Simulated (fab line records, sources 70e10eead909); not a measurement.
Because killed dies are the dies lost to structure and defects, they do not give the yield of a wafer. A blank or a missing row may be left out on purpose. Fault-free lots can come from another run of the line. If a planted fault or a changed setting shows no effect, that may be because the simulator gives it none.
fab line records | flow nand-harc | part 2 of 2: steps 26 to 35 of 35
record lots=5 | wafers=15 | last-day=25
route steps=1159 shown P_GATE@164
lots with no fault: from the same line, run without faults
start-h: hours from the record's opening day to when the first of the lot's shown wafers began | wait-h: hours from the lot's prior step to this one | " the same as in the row above | L1.1+2: a single row standing in for several wafers | - no value, or no start was given | * or withheld: withheld | < > ~ a bound
route shown NAME@n: NAME is a module with steps in the file, n the number in the route of the first one | usual: average and standard deviation across the fault-free wafers | same: alike in all rows | chamber/n: place in a boat | sites: per-site readings | _std_site: standard deviation across them | _edge_site: outer sites' mean less inner sites' | radius-mm: for every site, how far away it sits from the centre of the wafer | mask NAME#n: copy n | behind: tool/chamber where the wafer was last shaped | hold: what put the lot on hold/how long, in hours/how the hold closed | device: names the non-switching transistor (n, p or np) | end of line: the tests these same wafers got at the end of their route | a step with no rows: only its recipe | killed: dies lost to structure and defects at the first sort, not the wafer's yield | map: a wafer's dies, x killed, . not, _ none there
set.NAME: the run value of the setting; set.NAME@STEP: its run value at that earlier step | model.NAME: the simulator's own value behind a step, which no gauge read
lots at some steps of the route; a table a step, a row a wafer
services: the hour from which a tool's chamber was out of use, counted from the record's first day as start-h (under 0 if before that day), plus the number of hours and why
## steps
# step NHARC_P_GATE_STRIP_112
# recipe power-w=1500 | temp-c=110 | time-s=200 | chemistry=N2/H2
# usual drypump-motor-current-A=6.1/0.32 | heater-power-w=80/8.7
lot.wafer | tool            | chamber | start-h | wait-h | drypump-motor-current-A | heater-power-w | rf-hours-counter-h
L074.2    | plasma-asher-02 | 1       | 106.00  | 0.2    | 6.2                     | 71             | 33
L074.4    | "               | 1       | "       | "      | 6.2                     | 70             | -
L074.5    | "               | 0       | "       | "      | 6.2                     | 84             | -
L079.1    | plasma-asher-02 | 1       | 133.69  | 0.2    | 6.2                     | 71             | 47
L079.5    | "               | 1       | "       | "      | 6.2                     | 68             | -
L079.6    | "               | 0       | "       | "      | 6.2                     | 82             | -
L082.1    | plasma-asher-02 | 0       | 149.92  | 0.2    | 6.2                     | 82             | 56
L082.2    | "               | 1       | "       | "      | 6.2                     | 71             | 56
L082.4    | "               | 0       | "       | "      | 6.2                     | 82             | -
L087.2    | plasma-asher-01 | 0       | 182.13  | 0.2    | 5.3                     | 86             | 4
L087.4    | "               | 0       | "       | "      | 5.3                     | 85             | -
L087.6    | "               | 0       | "       | "      | 5.3                     | 84             | -
L091.2    | plasma-asher-01 | 1       | 202.09  | 0.2    | 5.9                     | 94             | 14
L091.1    | "               | 0       | "       | "      | 5.3                     | 86             | 14
L091.6    | "               | 1       | "       | "      | 5.9                     | 94             | -
# step NHARC_P_GATE_STRIP_76
# recipe power-w=1500 | temp-c=250 | chemistry=O2
# usual drypump-motor-current-A=6.1/0.32 | heater-power-w=297/32
lot.wafer | tool            | chamber | start-h | wait-h | drypump-motor-current-A | heater-power-w | rf-hours-counter-h
L074.2    | plasma-asher-02 | 1       | 106.23  | 0.2    | 6.2                     | 259            | 33
L074.4    | "               | 1       | "       | "      | 6.2                     | 262            | -
L074.5    | "               | 0       | "       | "      | 6.2                     | 308            | -
L079.1    | plasma-asher-02 | 1       | 133.95  | 0.2    | 6.2                     | 259            | 47
L079.5    | "               | 1       | "       | "      | 6.2                     | 266            | -
L079.6    | "               | 0       | "       | "      | 6.2                     | 313            | -
L082.1    | plasma-asher-02 | 0       | 150.18  | 0.2    | 6.2                     | 310            | 57
L082.2    | "               | 1       | "       | "      | 6.3                     | 262            | 57
L082.4    | "               | 0       | "       | "      | 6.2                     | 318            | -
L087.2    | plasma-asher-01 | 0       | 182.36  | 0.2    | 5.2                     | 319            | 4
L087.4    | "               | 0       | "       | "      | 5.2                     | 315            | -
L087.6    | "               | 0       | "       | "      | 5.2                     | 312            | -
L091.2    | plasma-asher-01 | 1       | 202.36  | 0.2    | 5.9                     | 357            | 14
L091.1    | "               | 0       | "       | "      | 5.3                     | 322            | 14
L091.6    | "               | 1       | "       | "      | 5.9                     | 353            | -
# step NHARC_P_GATE_STRIP_63
# recipe time-s=900 | temp-c=130 | chemistry=SPM
lot.wafer  | tool         | chamber | start-h | wait-h
L074.2+4+5 | wet-bench-02 | 7,1,3   | 106.36  | 0.1
L079.6+1+5 | wet-bench-03 | 5,6,7   | 134.11  | 0.1
L082.2+1+4 | wet-bench-02 | 3,7,0   | 150.32  | 0.1
L087.6+4+2 | wet-bench-03 | 2,3,6   | 182.50  | 0.1
L091.1+2+6 | wet-bench-03 | 2,5,6   | 202.50  | 0.1
# step NHARC_P_GATE_DEHYDRATE_83
# recipe temp-c=150 | time-s=120
# usual chill-plate-temp-C=23.00/0.11 | plate-temp-C=150.01/0.13
lot.wafer | tool           | chamber | start-h | wait-h | chill-plate-temp-C | plate-temp-C
L074.2    | litho-track-02 | 0       | 106.71  | -      | 23.12              | 149.98
L074.4    | "              | 0       | "       | "      | 22.98              | 150.11
L074.5    | "              | 0       | "       | "      | 22.97              | 149.93
L079.1    | litho-track-03 | 0       | 134.44  | -      | 22.88              | 150.14
L079.5    | "              | 0       | "       | "      | 22.84              | 150.03
L079.6    | "              | 0       | "       | "      | 23.02              | 150.23
L082.1    | litho-track-02 | 0       | 150.67  | -      | 22.82              | 149.88
L082.2    | "              | 0       | "       | "      | 22.77              | 149.79
L082.4    | "              | 0       | "       | "      | 23.10              | 149.88
L087.2    | litho-track-05 | 0       | 182.85  | -      | 22.71              | 150.21
L087.4    | "              | 0       | "       | "      | 22.79              | 150.12
L087.6    | "              | 0       | "       | "      | 22.78              | 149.95
L091.1    | litho-track-05 | 0       | 202.90  | -      | 23.12              | 149.95
L091.2    | "              | 0       | "       | "      | 23.00              | 149.83
L091.6    | "              | 0       | "       | "      | 23.01              | 150.15
# step NHARC_P_GATE_HMDS_84
# recipe time-s=30
# usual chill-plate-temp-C=23.02/0.11
lot.wafer | tool           | chamber | start-h | wait-h | chill-plate-temp-C
L074.2    | litho-track-02 | 0       | -       | -      | 22.91
L074.4    | "              | 0       | "       | "      | 22.85
L074.5    | "              | 0       | "       | "      | 22.95
L079.1    | litho-track-03 | 0       | -       | -      | 23.00
L079.5    | "              | 0       | "       | "      | 23.01
L079.6    | "              | 0       | "       | "      | 22.98
L082.1    | litho-track-02 | 0       | -       | -      | 22.90
L082.2    | "              | 0       | "       | "      | 22.89
L082.4    | "              | 0       | "       | "      | 22.87
L087.2    | litho-track-05 | 0       | -       | -      | 22.88
L087.4    | "              | 0       | "       | "      | 23.26
L087.6    | "              | 0       | "       | "      | 23.10
L091.1    | litho-track-05 | 0       | -       | -      | 22.96
L091.2    | "              | 0       | "       | "      | 23.06
L091.6    | "              | 0       | "       | "      | 22.94
# step NHARC_P_GATE_COAT_85
# recipe spin-rpm=3000
# usual chill-plate-temp-C=22.99/0.098
lot.wafer | tool           | chamber | start-h | wait-h | chill-plate-temp-C
L074.2    | litho-track-02 | 0       | -       | -      | 22.92
L074.4    | "              | 0       | "       | "      | 22.92
L074.5    | "              | 0       | "       | "      | 23.02
L079.1    | litho-track-03 | 0       | -       | -      | 23.07
L079.5    | "              | 0       | "       | "      | 23.00
L079.6    | "              | 0       | "       | "      | 22.98
L082.1    | litho-track-02 | 0       | -       | -      | 23.06
L082.2    | "              | 0       | "       | "      | 23.05
L082.4    | "              | 0       | "       | "      | 23.07
L087.2    | litho-track-05 | 0       | -       | -      | 22.89
L087.4    | "              | 0       | "       | "      | 22.99
L087.6    | "              | 0       | "       | "      | 22.97
L091.1    | litho-track-05 | 0       | -       | -      | 23.09
L091.2    | "              | 0       | "       | "      | 23.01
L091.6    | "              | 0       | "       | "      | 23.02
# step NHARC_P_GATE_SOFTBAKE_86
# recipe temp-c=122 | time-s=95
# usual chill-plate-temp-C=22.99/0.11 | plate-temp-C=122.01/0.13
lot.wafer | tool           | chamber | start-h | wait-h | chill-plate-temp-C | plate-temp-C
L074.2    | litho-track-02 | 0       | -       | -      | 23.01              | 122.06
L074.4    | "              | 0       | "       | "      | 22.98              | 122.13
L074.5    | "              | 0       | "       | "      | 22.87              | 122.03
L079.1    | litho-track-03 | 0       | -       | -      | 23.02              | 122.00
L079.5    | "              | 0       | "       | "      | 22.84              | 121.71
L079.6    | "              | 0       | "       | "      | 22.87              | 121.97
L082.1    | litho-track-02 | 0       | -       | -      | 23.07              | 122.22
L082.2    | "              | 0       | "       | "      | 23.00              | 122.12
L082.4    | "              | 0       | "       | "      | 23.06              | 121.93
L087.2    | litho-track-05 | 0       | -       | -      | 23.23              | 122.06
L087.4    | "              | 0       | "       | "      | 23.11              | 122.00
L087.6    | "              | 0       | "       | "      | 23.01              | 122.01
L091.1    | litho-track-05 | 0       | -       | -      | 23.15              | 122.05
L091.2    | "              | 0       | "       | "      | 22.96              | 121.91
L091.6    | "              | 0       | "       | "      | 23.10              | 122.03
# step NHARC_P_GATE_EBR_87
# usual chill-plate-temp-C=22.98/0.11
lot.wafer | tool           | chamber | start-h | wait-h | chill-plate-temp-C
L074.2    | litho-track-02 | 0       | -       | -      | 22.91
L074.4    | "              | 0       | "       | "      | 22.92
L074.5    | "              | 0       | "       | "      | 22.85
L079.1    | litho-track-03 | 0       | -       | -      | 23.06
L079.5    | "              | 0       | "       | "      | 23.10
L079.6    | "              | 0       | "       | "      | 22.98
L082.1    | litho-track-02 | 0       | -       | -      | 22.84
L082.2    | "              | 0       | "       | "      | 23.04
L082.4    | "              | 0       | "       | "      | 22.96
L087.2    | litho-track-05 | 0       | -       | -      | 22.90
L087.4    | "              | 0       | "       | "      | 22.91
L087.6    | "              | 0       | "       | "      | 22.82
L091.1    | litho-track-05 | 0       | -       | -      | 23.02
L091.2    | "              | 0       | "       | "      | 22.93
L091.6    | "              | 0       | "       | "      | 23.08
# step NHARC_P_GATE_EXPOSE_88
# recipe na=0.6 | target-cd-nm=2000 | dose-mj=11.87 | mask-id=P_HVN
# same na=0.6
lot.wafer  | tool           | chamber | start-h | wait-h | mask
L074.2+4+5 | krf-scanner-04 | 0       | 106.86  | -      | P_HVN#0
L079.1+5+6 | krf-scanner-02 | 0       | 134.71  | -      | P_HVN#0
L082.1+2+4 | krf-scanner-02 | 0       | 150.81  | -      | P_HVN#0
L087.2+4+6 | krf-scanner-04 | 0       | 183.12  | -      | P_HVN#0
L091.1+2+6 | krf-scanner-02 | 0       | 203.17  | -      | P_HVN#0
# step NHARC_P_GATE_PEB_89
# recipe peb-temp-c=118 | peb-time-s=85
# usual chill-plate-temp-C=23.02/0.11 | plate-temp-C=117.99/0.15
lot.wafer | tool           | chamber | start-h | wait-h | chill-plate-temp-C | plate-temp-C
L074.2    | litho-track-03 | 0       | 106.92  | 0.1    | 22.96              | 117.82
L074.4    | "              | 0       | "       | "      | 23.07              | 117.86
L074.5    | "              | 0       | "       | "      | 23.16              | 118.04
L079.1    | litho-track-03 | 0       | 134.78  | 0.1    | 23.04              | 117.85
L079.5    | "              | 0       | "       | "      | 23.02              | 117.82
L079.6    | "              | 0       | "       | "      | 23.13              | 118.00
L082.1    | litho-track-03 | 0       | 150.88  | 0.1    | 23.12              | 117.90
L082.2    | "              | 0       | "       | "      | 23.06              | 117.81
L082.4    | "              | 0       | "       | "      | 23.14              | 117.87
L087.2    | litho-track-03 | 0       | 183.19  | 0.1    | 22.90              | 117.96
L087.4    | "              | 0       | "       | "      | 23.08              | 117.94
L087.6    | "              | 0       | "       | "      | 23.10              | 117.88
L091.1    | litho-track-05 | 0       | 203.23  | 0.1    | 22.92              | 118.18
L091.2    | "              | 0       | "       | "      | 23.14              | 118.16
L091.6    | "              | 0       | "       | "      | 23.14              | 118.18
## services
tool            | chamber | start-h | hours | kind
rie-diel-07     | 2       | 80.06   | 34.2  | repair
krf-scanner-04  | -       | 80.67   | 1.2   | repair
krf-scanner-01  | -       | 84.00   | 4.0   | pm
implanter-02    | -       | 85.00   | 13.0  | pm
rie-diel-13     | -       | 99.00   | 9.0   | pm
plasma-asher-01 | -       | 99.24   | 9.0   | pm
rie-diel-07     | 1       | 102.82  | 16.8  | repair
krf-scanner-02  | -       | 113.39  | 0.5   | repair
plasma-asher-01 | -       | 115.53  | 62.5  | repair
krf-scanner-04  | -       | 115.73  | 0.4   | repair
krf-scanner-01  | -       | 122.99  | 0.6   | repair
implanter-01    | -       | 125.25  | 2.3   | repair
krf-scanner-04  | -       | 126.00  | 4.0   | pm
wet-bench-03    | -       | 146.40  | 8.0   | pm
krf-scanner-02  | -       | 147.04  | 2.5   | repair
krf-scanner-02  | -       | 153.90  | 3.5   | repair
litho-track-02  | -       | 165.00  | 7.0   | pm
rie-diel-11     | 3       | 174.31  | 11.6  | repair
krf-scanner-02  | -       | 177.75  | 0.4   | repair
krf-scanner-01  | -       | 178.76  | 0.5   | repair
wet-bench-02    | -       | 180.05  | 8.0   | pm
rie-diel-11     | 1       | 181.20  | 9.2   | repair
plasma-asher-02 | -       | 183.00  | 9.0   | pm
rie-diel-07     | 3       | 199.25  | 7.7   | repair
